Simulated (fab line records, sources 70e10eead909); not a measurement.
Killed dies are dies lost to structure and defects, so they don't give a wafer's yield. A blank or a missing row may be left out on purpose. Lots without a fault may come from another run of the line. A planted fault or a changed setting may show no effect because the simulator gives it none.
Which tool did it? | flow nand_harc | 7 lots, 21 wafers sampled, at 3 steps of a route of 1302

WHAT THE GAUGES READ, wafer by wafer
NHARC_A_M1_THK_MEAS_24: measures by xrf.
lot  | measured     | on            | thk_nm (nm)
L953 | day 23 14:19 | film_metro-01 | 154.0 154.2 152.4
L955 | day 26 03:34 | film_metro-02 | 153.9 151.0 154.2
L958 | day 26 08:58 | film_metro-01 | 152.3 156.1 158.1
L961 | day 27 08:25 | film_metro-01 | 152.8 156.3 153.2
L966 | day 28 20:48 | film_metro-01 | 153.5 153.6 153.2
L968 | day 30 14:40 | film_metro-02 | 155.4 155.6 151.8
L974 | day 32 11:37 | film_metro-02 | 153.4 155.3 153.3

WHICH TOOL RAN EACH LOT (tool, then ch and the chambers of the sampled wafers, then the start)
lot  | NHARC_A_M0_PRE_CLEAN_31         | NHARC_A_M1_CMP_23
L953 | pecvd-04 ch 1,2, day 23 10:31   | cmp-03 ch 0,1,3, day 23 14:01
L955 | pecvd-04 ch 0,2, day 25 23:37   | cmp-03 ch 0,3, day 26 03:14
L958 | pecvd-04 ch 0,1, day 26 05:03   | cmp-01 ch 1,3, day 26 08:41
L961 | pecvd-03 ch 0,1,2, day 27 04:29 | cmp-04 ch 1,2, day 27 08:07
L966 | pecvd-03 ch 1,2, day 28 17:01   | cmp-04 ch 0,2,3, day 28 20:34
L968 | pecvd-03 ch 0,1,2, day 30 10:53 | cmp-04 ch 1,2, day 30 14:23
L974 | pecvd-02 ch 0,1,2, day 32 07:40 | cmp-01 ch 0,2,3, day 32 11:19
- NHARC_A_M0_PRE_CLEAN_31: time 12 s.
- NHARC_A_M1_CMP_23: polishes, t overpolish 20 s, target thk 154.34 nm.

THE ANSWER, worked out from the rows above alone
Rule: what is usual is taken from the lots themselves. Put in order of their means at a reading, lots are off if they are a third of the lots or fewer, leave a main group of 4 or more, and stand apart from it by a gap of 3 or more times the standard deviation of the main group's means; of several such gaps the widest counts. A main group whose means are all the same, to the digits that the tables above print for the reading, isn't used. A lot without any number at a reading at which 4 lots or more have one is off too. The other lots that the step has rows for count as sound.
No lot is off at any reading shown: from this, nothing can be told.

WHAT THE SIMULATOR HAD PUT IN
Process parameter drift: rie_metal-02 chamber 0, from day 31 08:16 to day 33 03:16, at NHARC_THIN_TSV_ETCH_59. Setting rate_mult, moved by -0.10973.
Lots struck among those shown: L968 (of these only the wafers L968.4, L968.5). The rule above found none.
